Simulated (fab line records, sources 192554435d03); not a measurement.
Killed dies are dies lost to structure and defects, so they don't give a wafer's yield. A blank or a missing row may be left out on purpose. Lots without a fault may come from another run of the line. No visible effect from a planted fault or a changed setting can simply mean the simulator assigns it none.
Matching of chambers || flow n5Finfet || N5_BEOL_M3_ETCH_63 on rieDiel-02 has 4 sister chambers
The step etches SiARC in CF4, target depth 15.6 nm, time 26 s. 33 wafers are shown with their chamber, then 12 later ones without.

WAFERS WITH THEIR CHAMBER
{"wafer": "L075.1", "chamber": 3, "drypumpMotorCurrentA (A)": 4.7, "showerheadPlenumPTorr (Torr)": 2.08, "throttleValvePct (%)": 15.29}
{"wafer": "L075.4", "chamber": 1, "drypumpMotorCurrentA (A)": 6.4, "showerheadPlenumPTorr (Torr)": 2.28, "throttleValvePct (%)": 15.40}
{"wafer": "L075.5", "chamber": 0, "drypumpMotorCurrentA (A)": 5.7, "showerheadPlenumPTorr (Torr)": 2.16, "throttleValvePct (%)": 15.22}
{"wafer": "L076.2", "chamber": 2, "drypumpMotorCurrentA (A)": 6.1, "showerheadPlenumPTorr (Torr)": 2.17, "throttleValvePct (%)": 15.56}
{"wafer": "L076.3", "chamber": 0, "drypumpMotorCurrentA (A)": 5.8, "showerheadPlenumPTorr (Torr)": 2.16, "throttleValvePct (%)": 15.23}
{"wafer": "L076.5", "chamber": 2, "drypumpMotorCurrentA (A)": 6.1, "showerheadPlenumPTorr (Torr)": 2.17, "throttleValvePct (%)": 15.59}
{"wafer": "L079.1", "chamber": 2, "drypumpMotorCurrentA (A)": 6.1, "showerheadPlenumPTorr (Torr)": 2.17, "throttleValvePct (%)": 15.60}
{"wafer": "L079.2", "chamber": 1, "drypumpMotorCurrentA (A)": 6.4, "showerheadPlenumPTorr (Torr)": 2.27, "throttleValvePct (%)": 15.42}
{"wafer": "L079.3", "chamber": 0, "drypumpMotorCurrentA (A)": 5.8, "showerheadPlenumPTorr (Torr)": 2.16, "throttleValvePct (%)": 15.24}
{"wafer": "L079.4", "chamber": 2, "drypumpMotorCurrentA (A)": 6.1, "showerheadPlenumPTorr (Torr)": 2.17, "throttleValvePct (%)": 15.59}
{"wafer": "L079.5", "chamber": 1, "drypumpMotorCurrentA (A)": 6.4, "showerheadPlenumPTorr (Torr)": 2.28, "throttleValvePct (%)": 15.43}
{"wafer": "L079.6", "chamber": 0, "drypumpMotorCurrentA (A)": 5.8, "showerheadPlenumPTorr (Torr)": 2.16, "throttleValvePct (%)": 15.23}
{"wafer": "L078.1", "chamber": 2, "drypumpMotorCurrentA (A)": 6.1, "showerheadPlenumPTorr (Torr)": 2.17, "throttleValvePct (%)": 15.62}
{"wafer": "L078.4", "chamber": 0, "drypumpMotorCurrentA (A)": 5.8, "showerheadPlenumPTorr (Torr)": 2.16, "throttleValvePct (%)": 15.22}
{"wafer": "L078.6", "chamber": 2, "drypumpMotorCurrentA (A)": 6.1, "showerheadPlenumPTorr (Torr)": 2.17, "throttleValvePct (%)": 15.58}
{"wafer": "L080.1", "chamber": 2, "drypumpMotorCurrentA (A)": 6.1, "showerheadPlenumPTorr (Torr)": 2.17, "throttleValvePct (%)": 15.63}
{"wafer": "L080.2", "chamber": 1, "drypumpMotorCurrentA (A)": 6.4, "showerheadPlenumPTorr (Torr)": 2.27, "throttleValvePct (%)": 15.44}
{"wafer": "L080.3", "chamber": 0, "drypumpMotorCurrentA (A)": 5.8, "showerheadPlenumPTorr (Torr)": 2.16, "throttleValvePct (%)": 15.25}
{"wafer": "L080.4", "chamber": 3, "drypumpMotorCurrentA (A)": 4.7, "showerheadPlenumPTorr (Torr)": 2.08, "throttleValvePct (%)": 15.32}
{"wafer": "L080.5", "chamber": 3, "drypumpMotorCurrentA (A)": 4.7, "showerheadPlenumPTorr (Torr)": 2.08, "throttleValvePct (%)": 15.31}
{"wafer": "L080.6", "chamber": 0, "drypumpMotorCurrentA (A)": 5.8, "showerheadPlenumPTorr (Torr)": 2.16, "throttleValvePct (%)": 15.23}
{"wafer": "L083.1", "chamber": 3, "drypumpMotorCurrentA (A)": 4.7, "showerheadPlenumPTorr (Torr)": 2.08, "throttleValvePct (%)": 15.32}
{"wafer": "L083.4", "chamber": 0, "drypumpMotorCurrentA (A)": 5.8, "showerheadPlenumPTorr (Torr)": 2.16, "throttleValvePct (%)": 15.24}
{"wafer": "L083.6", "chamber": 0, "drypumpMotorCurrentA (A)": 5.8, "showerheadPlenumPTorr (Torr)": 2.16, "throttleValvePct (%)": 15.26}
{"wafer": "L086.1", "chamber": 0, "drypumpMotorCurrentA (A)": 5.8, "showerheadPlenumPTorr (Torr)": 2.16, "throttleValvePct (%)": 15.25}
{"wafer": "L086.2", "chamber": 3, "drypumpMotorCurrentA (A)": 4.7, "showerheadPlenumPTorr (Torr)": 2.08, "throttleValvePct (%)": 15.35}
{"wafer": "L086.3", "chamber": 1, "drypumpMotorCurrentA (A)": 6.4, "showerheadPlenumPTorr (Torr)": 2.27, "throttleValvePct (%)": 15.46}
{"wafer": "L086.4", "chamber": 2, "drypumpMotorCurrentA (A)": 6.1, "showerheadPlenumPTorr (Torr)": 2.17, "throttleValvePct (%)": 15.63}
{"wafer": "L086.5", "chamber": 2, "drypumpMotorCurrentA (A)": 6.1, "showerheadPlenumPTorr (Torr)": 2.17, "throttleValvePct (%)": 15.63}
{"wafer": "L086.6", "chamber": 3, "drypumpMotorCurrentA (A)": 4.7, "showerheadPlenumPTorr (Torr)": 2.08, "throttleValvePct (%)": 15.33}
{"wafer": "L087.4", "chamber": 0, "drypumpMotorCurrentA (A)": 5.8, "showerheadPlenumPTorr (Torr)": 2.16, "throttleValvePct (%)": 15.26}
{"wafer": "L087.5", "chamber": 3, "drypumpMotorCurrentA (A)": 4.7, "showerheadPlenumPTorr (Torr)": 2.08, "throttleValvePct (%)": 15.34}
{"wafer": "L087.6", "chamber": 0, "drypumpMotorCurrentA (A)": 5.7, "showerheadPlenumPTorr (Torr)": 2.16, "throttleValvePct (%)": 15.26}

SIGNATURES, as means of the wafers listed above
{"reading": "drypumpMotorCurrentA", "chamber 0": 5.783, "chamber 1": 6.400, "chamber 2": 6.100, "chamber 3": 4.700, "scatter within a chamber": 0.024}
{"reading": "showerheadPlenumPTorr", "chamber 0": 2.1600, "chamber 1": 2.2740, "chamber 2": 2.1700, "chamber 3": 2.0800, "scatter within a chamber": 0.00203}
{"reading": "throttleValvePct", "chamber 0": 15.2408, "chamber 1": 15.4300, "chamber 2": 15.6033, "chamber 3": 15.3229, "scatter within a chamber": 0.0204}
Rule: distance of a wafer from a chamber = root of the sum over the readings of ((wafer's reading minus chamber's mean) / reading's scatter) squared. The wafer belongs to the nearest chamber; if the next one is less than 2 further off, it can't be placed. The scatter is the square root of a quotient: the sum, over the shown wafers, of each reading's squared deviation from its chamber's mean, divided by wafers minus chambers.

WAFERS WITHOUT THEIR CHAMBER
{"wafer": "L089.3", "drypumpMotorCurrentA (A)": 4.7, "showerheadPlenumPTorr (Torr)": 2.08, "throttleValvePct (%)": 15.33}
{"wafer": "L089.4", "drypumpMotorCurrentA (A)": 5.8, "showerheadPlenumPTorr (Torr)": 2.16, "throttleValvePct (%)": 15.27}
{"wafer": "L089.6", "drypumpMotorCurrentA (A)": 4.7, "showerheadPlenumPTorr (Torr)": 2.08, "throttleValvePct (%)": 15.33}
{"wafer": "L094.2", "drypumpMotorCurrentA (A)": 4.7, "showerheadPlenumPTorr (Torr)": 2.07, "throttleValvePct (%)": 15.38}
{"wafer": "L094.4", "drypumpMotorCurrentA (A)": 5.8, "showerheadPlenumPTorr (Torr)": 2.15, "throttleValvePct (%)": 15.30}
{"wafer": "L094.5", "drypumpMotorCurrentA (A)": 5.7, "showerheadPlenumPTorr (Torr)": 2.15, "throttleValvePct (%)": 15.28}
{"wafer": "L095.1", "drypumpMotorCurrentA (A)": 6.1, "showerheadPlenumPTorr (Torr)": 2.16, "throttleValvePct (%)": 15.67}
{"wafer": "L095.2", "drypumpMotorCurrentA (A)": 5.8, "showerheadPlenumPTorr (Torr)": 2.15, "throttleValvePct (%)": 15.30}
{"wafer": "L095.3", "drypumpMotorCurrentA (A)": 4.8, "showerheadPlenumPTorr (Torr)": 2.07, "throttleValvePct (%)": 15.37}
{"wafer": "L095.4", "drypumpMotorCurrentA (A)": 6.4, "showerheadPlenumPTorr (Torr)": 2.26, "throttleValvePct (%)": 15.49}
{"wafer": "L095.5", "drypumpMotorCurrentA (A)": 6.1, "showerheadPlenumPTorr (Torr)": 2.16, "throttleValvePct (%)": 15.67}
{"wafer": "L095.6", "drypumpMotorCurrentA (A)": 6.4, "showerheadPlenumPTorr (Torr)": 2.26, "throttleValvePct (%)": 15.50}

WHICH CHAMBER EACH WENT THROUGH
{"wafer": "L089.3", "from the rows above": 3, "in truth": 3}
{"wafer": "L089.4", "from the rows above": 0, "in truth": 0}
{"wafer": "L089.6", "from the rows above": 3, "in truth": 3}
{"wafer": "L094.2", "from the rows above": 3, "in truth": 3}
{"wafer": "L094.4", "from the rows above": 0, "in truth": 0}
{"wafer": "L094.5", "from the rows above": 0, "in truth": 0}
{"wafer": "L095.1", "from the rows above": 2, "in truth": 2}
{"wafer": "L095.2", "from the rows above": 0, "in truth": 0}
{"wafer": "L095.3", "from the rows above": 3, "in truth": 3}
{"wafer": "L095.4", "from the rows above": 1, "in truth": 1}
{"wafer": "L095.5", "from the rows above": 2, "in truth": 2}
{"wafer": "L095.6", "from the rows above": 1, "in truth": 1}
Placed correctly: 12 of 12. Can't be placed from these rows: 0. Wrongly placed: 0.
